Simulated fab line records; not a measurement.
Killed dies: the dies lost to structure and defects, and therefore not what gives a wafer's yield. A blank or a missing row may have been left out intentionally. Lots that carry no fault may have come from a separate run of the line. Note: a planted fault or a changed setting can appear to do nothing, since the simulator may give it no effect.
Comparing a struck lot with a sound one / flow nand harc / 15 steps out of a route of 1159
Sound: the wafers L529.4, L529.5, L529.6. Struck: wafers L544.1, L544.3, L544.5. Last of all comes the cause.
Each step with rows lists, per side, the tool, then ch with its chambers, then its first start. Under that, the readings that differ: sound wafers / struck wafers / difference of the means / sigmas: that difference in standard deviations of wafers without a fault.
alike: readings whose means differ by less than 2 such deviations, and words and numbers that are the same on both sides. not compared: withheld readings, readings that some wafer has no value for, bounds like >300 that may hide the same value, and numbers for which the record gives no deviation and whose values overlap.
The two part at a step that has a row with sigmas, a row that says differs or no value, or rows on one side only. Numbers that don't overlap but have no deviation are shown without sigmas and don't part them. Lack of a reading on every wafer of one side parts them only where that side has two or more wafers.

NHARC_THIN_TSV_DEP_43: deposits SiO2, target thk 1328.5 nm.
  sound on pecvd-04 ch 0,1,2, day 19 09:20; struck on pecvd-03 ch 1,2, day 24 00:34
  alike: showerhead vpp V, throttle valve pct
then, 8 steps without rows for these wafers: NHARC_THIN_TSV_DEHYDRATE_04 (time 120 s); NHARC_THIN_TSV_HMDS_05 (time 30 s); NHARC_THIN_TSV_COAT_06; NHARC_THIN_TSV_SOFTBAKE_07 (time 95 s); NHARC_THIN_TSV_EBR_08; NHARC_THIN_TSV_EXPOSE_09 (exposes mask TSV); NHARC_THIN_TSV_PEB_10 (peb time 85 s); NHARC_THIN_TSV_DEVELOP_11 (time 70 s).
NHARC_THIN_TSV_CD_MEAS_12: target cd 1000 nm.
  sound on cd sem-01 ch 0, day 19 10:03; struck on cd sem-03 ch 0, day 24 01:23
  alike: cd nm
then, 1 step without rows for these wafers: NHARC_THIN_TSV_HARDBAKE_13 (time 80 s).
NHARC_THIN_TSV_DESCUM_14: chemistry O2, time 3 s.
  sound on rie diel-03 ch 2,3, day 19 10:12; struck on rie diel-03 ch 0,1, day 24 01:34
  alike: drypump motor current A, oes product au, rf vpp V, showerhead plenum p Torr, throttle valve pct
  not compared: rf hours counter h
NHARC_THIN_TSV_ETCH_44: etches the open film in CF4/O2, target depth 1594.2 nm, time 797.1 s.
  sound on rie diel-03 ch 0,2,3, day 19 10:28; struck on rie diel-03 ch 0,1,3, day 24 01:42
  no value came back on the struck wafers for any of 8 readings (bias w (W), cf4 flow sccm (sccm) and others); on the sound wafers bias w (W) reads 799.3 801.6 799.6
  not compared: rf hours counter h
NHARC_THIN_TSV_ETCH_15: target depth 3000 nm, bosch target overetch cycles 2, bosch etch step 2.8 s.
  sound on rie si-05 ch 0,1, day 19 10:52; struck on rie si-06 ch 1,2,3, day 24 02:13
  alike: drypump motor current A
  not compared: rf hours counter h
NHARC_END_SORT_01:
  only the struck wafers appear in the record here, on prober-01 ch 0 at day 24 16:43; the sound ones have no rows

WHERE THEY PART
Last at NHARC_END_SORT_01 as far as this record goes, first at NHARC_THIN_TSV_ETCH_44.

WHY: whatever the simulator had introduced
Beginning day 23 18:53, the whole step at NHARC_THIN_TSV_ETCH_44 was skipped on rie diel-03. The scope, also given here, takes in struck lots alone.
